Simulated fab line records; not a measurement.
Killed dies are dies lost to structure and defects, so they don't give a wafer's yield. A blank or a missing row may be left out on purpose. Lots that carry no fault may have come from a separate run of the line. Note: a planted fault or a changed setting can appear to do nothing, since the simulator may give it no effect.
fab line records -- flow n5Finfet
record lots=11, wafers=33, lastDay=17
route steps=1938 shown BEOL_M10@1521 BEOL_M11@1539
lots untouched by any fault: they come from a run of this same line in which no faults occurred
startH: start of the lot's first displayed wafer, in hours after the record's first day -- waitH: time in hours since the lot's previous step -- " unchanged from the row above -- L1.1+2: several wafers, shown together as one row -- - no value, or no start was given -- * or withheld: withheld -- < > ~ a bound
route shown NAME@n: a module of which the file shows steps, and the number in the route of the first -- usual: mean/standard deviation of fault-free wafers -- same: alike in all rows -- chamber/n: place in a boat -- sites: the reading at each site -- _std_site: the values' standard deviation -- _edge_site: mean of outer sites minus mean of inner sites -- radiusMm: how far each site lies from the wafer's centre -- mask NAME#n: copy n -- behind: tool/chamber where the wafer was last shaped -- hold: why the lot was held/for how many hours/how that ended -- device: the transistor (n, p or np) that didn't switch -- end of line: the tests these same wafers got at the end of their route -- a step given without rows: its recipe and nothing more -- killed: dies lost to structure and defects at the first sort, not the wafer's yield -- map: a wafer's dies, x killed, . not, _ none there
set.NAME: the setting that was run; set.NAME@STEP: the one run at that earlier step -- model.NAME: the simulator's own value behind a step, which no gauge read
route steps across a sampled set of lots; one table per step, one row per wafer
services: the hour from which a tool's chamber was out of use, counted from the record's first day as startH (under 0 if before that day), plus the number of hours and why
## steps
# step N5_BEOL_M10_CURE_72
# recipe tempC=370, timeS=120, ambient=DMADMS/He, material=SiCOH_lowk
# usual lampPowerPct=52.32/0.052, wafer_temp_C_max=371.6/0.55
lot.wafer,tool,chamber,startH,waitH,lampPowerPct,wafer_temp_C_max
L984.4,uvCure-03,0,238.46,0.2,52.35,371.3
L984.5,uvCure-03,0,238.46,0.2,52.33,372.1
L984.6,uvCure-03,0,238.46,0.2,52.25,371.2
L987.1,uvCure-01,1,256.21,0.0,52.22,372.9
L987.3,uvCure-01,1,256.21,0.0,52.29,371.8
L987.4,uvCure-01,1,256.21,0.0,52.40,372.4
L988.2,uvCure-02,1,264.94,0.1,52.27,372.1
L988.5,uvCure-02,1,264.94,0.1,52.28,372.5
L988.6,uvCure-02,1,264.94,0.1,52.27,372.1
L992.2,uvCure-03,1,280.46,0.2,52.34,372.4
L992.3,uvCure-03,1,280.46,0.2,52.41,372.4
L992.6,uvCure-03,1,280.46,0.2,52.21,372.6
L990.3,uvCure-03,0,288.37,0.1,52.25,371.4
L990.5,uvCure-03,0,288.37,0.1,52.44,371.7
L990.6,uvCure-03,0,288.37,0.1,52.24,372.3
L991.2,uvCure-02,0,288.43,0.1,52.27,371.4
L991.4,uvCure-02,0,288.43,0.1,52.34,371.1
L991.5,uvCure-02,0,288.43,0.1,52.31,371.0
L993.2,uvCure-03,0,297.33,0.1,52.38,371.4
L993.3,uvCure-03,0,297.33,0.1,52.31,371.5
L993.4,uvCure-03,0,297.33,0.1,52.30,371.1
L994.1,uvCure-01,1,307.06,0.0,52.31,372.3
L994.2,uvCure-01,1,307.06,0.0,52.31,372.1
L994.3,uvCure-01,1,307.06,0.0,52.32,372.2
L995.4,uvCure-03,2,314.63,0.2,52.22,371.3
L995.5,uvCure-03,2,314.63,0.2,52.23,371.4
L995.6,uvCure-03,2,314.63,0.2,52.35,371.2
L100.1,uvCure-01,1,338.68,0.0,52.36,372.7
L100.3,uvCure-01,1,338.68,0.0,52.32,372.6
L100.6,uvCure-01,1,338.68,0.0,52.34,372.2
L103.1,uvCure-03,0,360.54,0.0,52.30,371.8
L103.2,uvCure-03,0,360.54,0.0,52.37,371.8
L103.3,uvCure-03,0,360.54,0.0,52.43,371.2
# step N5_BEOL_M10_CMP_52
# recipe stopOn=SiCOH_lowk, tOverpolishS=7, downForcePsi=1, platenRpm=50, clearingPlatenDownForcePsi=1.5, clearingPlatenRpm=50, postCmpClean=cuAlkaline, targetThkNm=140, clearingPlatenPadVelocityMS=0.99484, padVelocityMS=0.99484
# usual barrierFieldEndpointS=29.2/0.76, clearingPlatenDownForcePsi=1.500/0.0031, motorCurrentA=6.0/0.54, overpolishRunS=7.000/0.0097, platenRpm=50.00/0.034, slurryFlowMlMin=150.0/0.44, timeToEndpointS=66/3.4
lot.wafer,tool,chamber,startH,waitH,barrierFieldEndpointS,clearingPlatenDownForcePsi,motorCurrentA,overpolishRunS,platenRpm,slurryFlowMlMin,timeToEndpointS
L984.4,cmp-03,0,240.70,0.2,30.8,1.503,5.5,6.989,50.05,150.0,72
L984.5,cmp-03,1,240.70,0.2,29.5,1.504,6.3,7.006,50.05,149.7,69
L984.6,cmp-03,2,240.70,0.2,30.0,1.501,5.9,6.995,50.02,150.3,72
L987.1,cmp-04,1,258.13,0.3,28.9,1.499,6.1,6.988,50.02,149.6,66
L987.3,cmp-04,2,258.13,0.3,29.9,1.499,5.6,6.992,50.02,150.1,66
L987.4,cmp-04,3,258.13,0.3,29.8,1.499,5.9,6.987,49.97,150.5,65
L988.2,cmp-02,3,268.22,0.2,29.1,1.504,4.9,7.001,50.01,150.8,71
L988.5,cmp-02,2,268.22,0.2,29.8,1.502,5.4,6.995,49.91,150.4,68
L988.6,cmp-02,3,268.22,0.2,29.7,1.500,5.4,6.996,50.00,149.7,72
L992.2,cmp-04,1,283.47,0.2,28.9,1.497,6.2,7.000,50.03,150.1,63
L992.3,cmp-04,3,283.47,0.2,29.7,1.499,6.0,6.994,50.02,149.5,65
L992.6,cmp-04,1,283.47,0.2,29.5,1.504,6.0,6.998,50.08,150.5,63
L990.3,cmp-03,2,289.81,0.2,29.5,1.498,5.6,6.983,49.98,149.5,70
L990.6,cmp-03,1,289.81,0.2,28.0,1.498,5.6,7.023,49.96,150.3,64
L990.5,cmp-03,2,289.81,0.2,30.3,1.501,6.0,6.997,49.99,149.8,69
L991.2,cmp-04,0,290.33,0.2,28.1,1.502,6.0,7.008,49.97,149.9,63
L991.4,cmp-04,1,290.33,0.2,28.0,1.500,6.1,7.001,50.03,150.0,61
L991.5,cmp-04,3,290.33,0.2,27.3,1.499,5.7,7.009,50.07,150.2,61
L993.3,cmp-02,1,299.33,0.2,29.9,1.502,6.0,6.991,49.94,150.1,73
L993.4,cmp-02,3,299.33,0.2,30.3,1.501,4.9,7.000,50.00,151.2,69
L993.2,cmp-02,0,299.33,0.2,30.3,1.498,5.1,6.999,49.96,149.6,72
L994.2,cmp-03,3,310.27,0.2,29.5,1.502,7.4,7.006,49.99,150.8,66
L994.3,cmp-03,1,310.27,0.2,28.1,1.500,6.0,7.012,50.00,150.0,62
L994.1,cmp-03,2,310.27,0.2,30.3,1.497,5.9,7.006,49.98,149.9,68
L995.4,cmp-02,3,317.18,0.2,29.6,1.498,5.4,6.998,50.00,149.7,70
L995.5,cmp-02,0,317.18,0.2,28.8,1.504,5.0,7.000,50.05,150.2,65
L995.6,cmp-02,1,317.18,0.2,29.0,1.501,6.5,6.998,49.99,150.1,71
L100.3,cmp-04,1,341.10,0.2,26.7,1.496,6.3,7.010,51.99,150.2,63
L100.1,cmp-04,2,341.10,0.2,29.0,1.501,5.8,6.995,50.02,150.4,66
L100.6,cmp-04,0,341.10,0.2,28.7,1.504,6.2,7.006,50.04,149.6,61
L103.2,cmp-03,3,364.08,0.2,29.5,1.497,7.0,7.010,49.98,149.4,67
L103.3,cmp-03,0,364.08,0.2,29.0,1.501,5.7,7.011,50.01,149.4,68
L103.1,cmp-03,1,364.08,0.2,27.7,1.496,5.9,7.007,49.98,150.6,61
# step N5_BEOL_M10_INSPECT_58
# recipe inspectInstrument=darkfield, mode=postDep
# usual rawDefectCount=74/24
lot.wafer,tool,chamber,startH,waitH,rawDefectCount
L984.4,defectInspect-02,-,241.05,0.0,45
L984.5,defectInspect-02,-,241.05,0.0,55
L984.6,defectInspect-02,-,241.05,0.0,42
L987.1,defectInspect-01,-,258.58,0.0,99
L987.3,defectInspect-01,-,258.58,0.0,103
L987.4,defectInspect-01,-,258.58,0.0,83
L988.2,defectInspect-02,-,268.64,0.0,130
L988.5,defectInspect-02,-,268.64,0.0,94
L988.6,defectInspect-02,-,268.64,0.0,94
L992.2,defectInspect-01,-,283.89,0.0,69
L992.3,defectInspect-01,-,283.89,0.0,89
L992.6,defectInspect-01,-,283.89,0.0,77
L990.3,defectInspect-02,-,290.27,0.0,97
L990.5,defectInspect-02,-,290.27,0.0,52
L990.6,defectInspect-02,-,290.27,0.0,122
L991.2,defectInspect-01,-,290.75,0.0,104
L991.4,defectInspect-01,-,290.75,0.0,37
L991.5,defectInspect-01,-,290.75,0.0,64
L993.2,defectInspect-01,-,299.79,0.0,52
L993.3,defectInspect-01,-,299.79,0.0,69
L993.4,defectInspect-01,-,299.79,0.0,57
L994.1,defectInspect-01,-,310.73,0.0,51
L994.2,defectInspect-01,-,310.73,0.0,75
L994.3,defectInspect-01,-,310.73,0.0,47
L995.4,defectInspect-01,-,317.52,0.0,74
L995.5,defectInspect-01,-,317.52,0.0,53
L995.6,defectInspect-01,-,317.52,0.0,54
L100.1,defectInspect-01,-,341.52,0.0,82
L100.3,defectInspect-01,-,341.52,0.0,84
L100.6,defectInspect-01,-,341.52,0.0,122
L103.1,defectInspect-01,-,364.53,0.0,59
L103.2,defectInspect-01,-,364.53,0.0,85
L103.3,defectInspect-01,-,364.53,0.0,55
# step N5_BEOL_M11_PECVD_70
# recipe material=SiO2, targetThkA=200, tempC=400, precursor=TEOS/O2, pressureTorr=5.5, rfW=450, teosFlowSccm=53.8, gas=O2, flowSccm=3000, timeS=22.7
# usual heaterPowerW=702/120, showerheadPlenumPTorr=8.78/0.039, throttleValvePct=22.7/1.1
lot.wafer,tool,chamber,startH,waitH,heaterPowerW,showerheadPlenumPTorr,throttleValvePct
L984.4,pecvd-01,1,241.76,0.1,651,8.77,22.8
L984.5,pecvd-01,2,241.76,0.1,622,8.76,22.6
L984.6,pecvd-01,0,241.76,0.1,620,8.71,21.1
L987.1,pecvd-03,0,259.27,0.0,599,8.76,24.9
L987.3,pecvd-03,2,259.27,0.0,918,8.82,21.7
L987.4,pecvd-03,1,259.27,0.0,730,8.81,23.3
L988.2,pecvd-01,0,269.31,0.0,721,8.72,21.2
L988.5,pecvd-01,2,269.31,0.0,642,8.77,22.3
L988.6,pecvd-01,1,269.31,0.0,627,8.77,22.9
L992.2,pecvd-03,1,284.56,0.0,717,8.76,23.2
L992.3,pecvd-03,0,284.56,0.0,579,8.77,25.0
L992.6,pecvd-03,0,284.56,0.0,578,8.76,24.9
L990.3,pecvd-04,0,290.96,0.0,889,8.83,22.3
L990.5,pecvd-04,0,290.96,0.0,884,8.84,22.3
L990.6,pecvd-04,1,290.96,0.0,673,8.84,23.3
L991.2,pecvd-04,0,291.44,0.0,861,8.83,22.3
L991.4,pecvd-04,1,291.44,0.0,661,8.85,23.1
L991.5,pecvd-04,2,291.44,0.0,738,8.76,22.1
L993.2,pecvd-04,2,300.45,0.0,654,8.77,22.2
L993.3,pecvd-04,0,300.45,0.0,924,8.84,22.5
L993.4,pecvd-04,2,300.45,0.0,667,8.78,22.0
L994.1,pecvd-03,2,311.53,0.0,910,8.79,21.7
L994.2,pecvd-03,0,311.53,0.0,562,8.76,25.0
L994.3,pecvd-03,1,311.53,0.0,692,8.79,23.1
L995.4,pecvd-03,0,318.20,0.1,668,8.75,24.9
L995.5,pecvd-03,2,318.20,0.1,884,8.79,21.6
L995.6,pecvd-03,1,318.20,0.1,836,8.77,23.3
L100.1,pecvd-03,2,342.81,0.0,893,8.81,22.2
L100.3,pecvd-03,1,342.81,0.0,766,8.80,23.2
L100.6,pecvd-03,0,342.81,0.0,646,8.76,25.1
L103.1,pecvd-04,1,365.68,0.0,629,8.81,23.2
L103.2,pecvd-04,2,365.68,0.0,643,8.75,22.3
L103.3,pecvd-04,0,365.68,0.0,773,8.83,22.2
## services
tool,chamber,startH,hours,kind
uvCure-02,-,216.12,0.3,repair
cmp-03,-,242.73,1.8,repair
pecvd-03,-,258.24,0.9,repair
uvCure-03,-,262.03,1.3,repair
pecvd-03,2,284.98,11.5,repair
pecvd-04,-,288.27,0.8,pm
cmp-04,-,292.86,3.3,pm
uvCure-02,-,293.64,2.8,pm
cmp-04,-,300.09,4.0,pm
cmp-03,-,302.53,1.6,repair
cmp-04,-,304.09,-,consumableReplace:conditioner
cmp-04,-,304.09,-,consumableReplace:pad
pecvd-01,-,308.01,1.3,repair
cmp-03,-,312.25,4.0,pm
pecvd-04,0,319.67,12.2,repair
cmp-02,-,324.23,1.2,repair
uvCure-03,-,324.96,13.2,repair
pecvd-01,-,330.68,2.8,pm
cmp-02,-,336.64,1.7,repair
cmp-02,-,342.84,0.9,repair
uvCure-03,-,346.23,7.5,pm
cmp-03,-,349.42,0.8,repair
uvCure-02,-,353.23,1.0,pm
cmp-02,-,358.03,2.9,pm
## key
firstSign step=N5_BEOL_M10_CMP_52, reading=platenRpm, direction=up, sigmas=58, usual=50.00, struck=51.99
effect none on later readings
metAt N5_BEOL_M10_CMP_52
struckLots L100
struckWafers L100.3
notActingAt N5_BEOL_M10_CURE_72,N5_BEOL_M10_INSPECT_58,N5_BEOL_M11_PECVD_70
onsetBetween 290.33 341.10
fault kind=processParameterDrift, tool=cmp-04, chamber=1, onsetH=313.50, steps=N5_BEOL_M10_CMP_52, channel=platenRpm, offset=2, shape=step, endH=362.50, actsIn=theseRecipesOnly, stated=50
